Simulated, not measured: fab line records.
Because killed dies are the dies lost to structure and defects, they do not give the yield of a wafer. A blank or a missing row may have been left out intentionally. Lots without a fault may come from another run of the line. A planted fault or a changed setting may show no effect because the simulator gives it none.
Split-lot experiment || flow n5 finfet || route with 1938 steps; 7 lots, 21 wafers read

## ABOUT THE SPLIT
At N5_BEOL_M2_COAT_22 (resist thk 30 nm), the setting spin rpm was moved away from the recipe's 1500 rpm on 8 of the 21 wafers read, by -9.3% to +10.1%. The other wafers ran this setting at the recipe's value.

## FROM THE SPLIT TO THE READING: what the file shows between them, 6 steps
- N5_BEOL_M2_EXPOSE_25: exposes mask V1, defocus 5 nm (also split here: dose mj)
- N5_BEOL_M2_PEB_26: peb time 60 s
- N5_BEOL_M2_DEVELOP_27: develop time 30 s
- N5_BEOL_M2_CD_MEAS_28: target cd 26.2 nm, target cd y 24.1 nm
- N5_BEOL_M2_DESCUM_33: chemistry O2, time 7 s
- N5_BEOL_M2_ETCH_77: etches underlayer in N2/H2, target depth 6.5 nm, time 5.2 s

## THE READING
CAR-EUV_of_BEOL_M2_COAT_22.thk nm (the simulator's own value, which no gauge read), in nm, at N5_BEOL_M2_ETCH_69 (etches SiARC in CF4, target depth 15.6 nm, time 26 s). There is no usual value for it anywhere in the file. The 13 wafers here that ran the recipe average 11.1 nm, standard deviation 0.092 nm.

{"wafer": "L078.2", "tool, chamber at the split": "litho track-05, 0", "spin rpm as run, rpm": 1500, "against the recipe": "recipe", "CAR-EUV_of_BEOL_M2_COAT_22.thk nm, nm": 11.2, "against lot-mates on the recipe": "-"}
{"wafer": "L078.3", "tool, chamber at the split": "litho track-05, 0", "spin rpm as run, rpm": 1500, "against the recipe": "recipe", "CAR-EUV_of_BEOL_M2_COAT_22.thk nm, nm": 11.2, "against lot-mates on the recipe": "-"}
{"wafer": "L078.4", "tool, chamber at the split": "litho track-05, 0", "spin rpm as run, rpm": 1360, "against the recipe": "-9.3%", "CAR-EUV_of_BEOL_M2_COAT_22.thk nm, nm": 12.6, "against lot-mates on the recipe": "+1.4"}
{"wafer": "L083.4", "tool, chamber at the split": "litho track-05, 0", "spin rpm as run, rpm": 1500, "against the recipe": "recipe", "CAR-EUV_of_BEOL_M2_COAT_22.thk nm, nm": 11, "against lot-mates on the recipe": "-"}
{"wafer": "L083.6", "tool, chamber at the split": "litho track-05, 0", "spin rpm as run, rpm": 1500, "against the recipe": "recipe", "CAR-EUV_of_BEOL_M2_COAT_22.thk nm, nm": 11, "against lot-mates on the recipe": "-"}
{"wafer": "L083.5", "tool, chamber at the split": "litho track-05, 0", "spin rpm as run, rpm": 1500, "against the recipe": "recipe", "CAR-EUV_of_BEOL_M2_COAT_22.thk nm, nm": 11.2, "against lot-mates on the recipe": "-"}
{"wafer": "L085.2", "tool, chamber at the split": "litho track-03, 0", "spin rpm as run, rpm": 1500, "against the recipe": "recipe", "CAR-EUV_of_BEOL_M2_COAT_22.thk nm, nm": 11.2, "against lot-mates on the recipe": "-"}
{"wafer": "L085.5", "tool, chamber at the split": "litho track-03, 0", "spin rpm as run, rpm": 1500, "against the recipe": "recipe", "CAR-EUV_of_BEOL_M2_COAT_22.thk nm, nm": 11.2, "against lot-mates on the recipe": "-"}
{"wafer": "L085.3", "tool, chamber at the split": "litho track-03, 0", "spin rpm as run, rpm": 1594, "against the recipe": "+6.3%", "CAR-EUV_of_BEOL_M2_COAT_22.thk nm, nm": 10.2, "against lot-mates on the recipe": -1.0}
{"wafer": "L088.1", "tool, chamber at the split": "litho track-05, 0", "spin rpm as run, rpm": 1574, "against the recipe": "+4.9%", "CAR-EUV_of_BEOL_M2_COAT_22.thk nm, nm": 10.4, "against lot-mates on the recipe": -0.8}
{"wafer": "L088.3", "tool, chamber at the split": "litho track-05, 0", "spin rpm as run, rpm": 1574, "against the recipe": "+4.9%", "CAR-EUV_of_BEOL_M2_COAT_22.thk nm, nm": 10.4, "against lot-mates on the recipe": -0.8}
{"wafer": "L088.2", "tool, chamber at the split": "litho track-05, 0", "spin rpm as run, rpm": 1500, "against the recipe": "recipe", "CAR-EUV_of_BEOL_M2_COAT_22.thk nm, nm": 11.2, "against lot-mates on the recipe": "-"}
{"wafer": "L089.4", "tool, chamber at the split": "litho track-05, 0", "spin rpm as run, rpm": 1651, "against the recipe": "+10.1%", "CAR-EUV_of_BEOL_M2_COAT_22.thk nm, nm": 10, "against lot-mates on the recipe": -1.2}
{"wafer": "L089.6", "tool, chamber at the split": "litho track-05, 0", "spin rpm as run, rpm": 1651, "against the recipe": "+10.1%", "CAR-EUV_of_BEOL_M2_COAT_22.thk nm, nm": 10, "against lot-mates on the recipe": -1.2}
{"wafer": "L089.5", "tool, chamber at the split": "litho track-05, 0", "spin rpm as run, rpm": 1500, "against the recipe": "recipe", "CAR-EUV_of_BEOL_M2_COAT_22.thk nm, nm": 11.2, "against lot-mates on the recipe": "-"}
{"wafer": "L092.2", "tool, chamber at the split": "litho track-05, 0", "spin rpm as run, rpm": 1500, "against the recipe": "recipe", "CAR-EUV_of_BEOL_M2_COAT_22.thk nm, nm": 11, "against lot-mates on the recipe": "-"}
{"wafer": "L092.3", "tool, chamber at the split": "litho track-05, 0", "spin rpm as run, rpm": 1605, "against the recipe": "+7.0%", "CAR-EUV_of_BEOL_M2_COAT_22.thk nm, nm": 10.2, "against lot-mates on the recipe": -0.8}
{"wafer": "L092.6", "tool, chamber at the split": "litho track-05, 0", "spin rpm as run, rpm": 1605, "against the recipe": "+7.0%", "CAR-EUV_of_BEOL_M2_COAT_22.thk nm, nm": 10, "against lot-mates on the recipe": -1.0}
{"wafer": "L095.2", "tool, chamber at the split": "litho track-03, 0", "spin rpm as run, rpm": 1500, "against the recipe": "recipe", "CAR-EUV_of_BEOL_M2_COAT_22.thk nm, nm": 11.2, "against lot-mates on the recipe": "-"}
{"wafer": "L095.5", "tool, chamber at the split": "litho track-03, 0", "spin rpm as run, rpm": 1500, "against the recipe": "recipe", "CAR-EUV_of_BEOL_M2_COAT_22.thk nm, nm": 11.2, "against lot-mates on the recipe": "-"}
{"wafer": "L095.3", "tool, chamber at the split": "litho track-03, 0", "spin rpm as run, rpm": 1500, "against the recipe": "recipe", "CAR-EUV_of_BEOL_M2_COAT_22.thk nm, nm": 11, "against lot-mates on the recipe": "-"}

FIT RESULTS
A straight line over all 21 wafers: CAR-EUV_of_BEOL_M2_COAT_22.thk nm changes by -0.136 nm for each +1% of spin rpm; r = -0.98; the points scatter about the line by 0.13 nm.
The same after taking each lot's own level away (the mean of its wafers on the recipe; 21 wafers): -0.135 nm for each +1%; r = -0.99; scatter 0.1 nm.
On that fit, the largest move of spin rpm shifts the reading by 1.4 nm.
Across the lots, their own levels run from 11.00 to 11.20 nm, a range of 2.2 times the standard deviation given above.
So the lot-to-lot level changes the slope little: the two slopes agree.
Check: with one of the wafers moved furthest among these (+10.1%) left out of the fit, the line predicts -1.39 nm for it against its lot-mates. It came out at -1.2 nm against them.

## OTHER SPLITS ON THESE WAFERS
Other splits were also applied to these wafers ahead of the reading. Each is held against what the fit with the lots' levels taken away leaves over:
{"other split on the same wafers": "N5_BEOL_M0_ETCH_109 bias w", "wafers away from the commonest value": 7, "r with CAR-EUV_of_BEOL_M2_COAT_22.thk nm (lot level and that fit taken away)": "+0.26"}
{"other split on the same wafers": "N5_BEOL_M1_COAT_67 spin rpm", "wafers away from the commonest value": 7, "r with CAR-EUV_of_BEOL_M2_COAT_22.thk nm (lot level and that fit taken away)": -0.53}
{"other split on the same wafers": "N5_BEOL_M1_COAT_76 spin rpm", "wafers away from the commonest value": 5, "r with CAR-EUV_of_BEOL_M2_COAT_22.thk nm (lot level and that fit taken away)": -0.07}
{"other split on the same wafers": "N5_BEOL_M2_EXPOSE_25 dose mj", "wafers away from the commonest value": 9, "r with CAR-EUV_of_BEOL_M2_COAT_22.thk nm (lot level and that fit taken away)": -0.06}

## THE WHOLE CHAIN: every reading that the file lists as answering this split, in the file's order
{"step": "N5_BEOL_M2_COAT_22", "what it does": "resist thk 30 nm", "reading": "CAR-EUV_of_BEOL_M2_COAT_22.thk nm (the simulator's own value, which no gauge read)", "change (the file's fit)": "-0.152 nm for each +1% of the setting", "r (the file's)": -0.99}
{"step": "N5_BEOL_M2_ETCH_69", "what it does": "etches SiARC in CF4, target depth 15.6 nm, time 26 s", "reading": "CAR-EUV_of_BEOL_M2_COAT_22.thk nm (the simulator's own value, which no gauge read)", "change (the file's fit)": "-0.138 nm for each +1% of the setting", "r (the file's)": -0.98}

## THE FILE'S OWN FIT
CAR-EUV_of_BEOL_M2_COAT_22.thk nm changes by -0.138 nm for each +1% of spin rpm, r = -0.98.
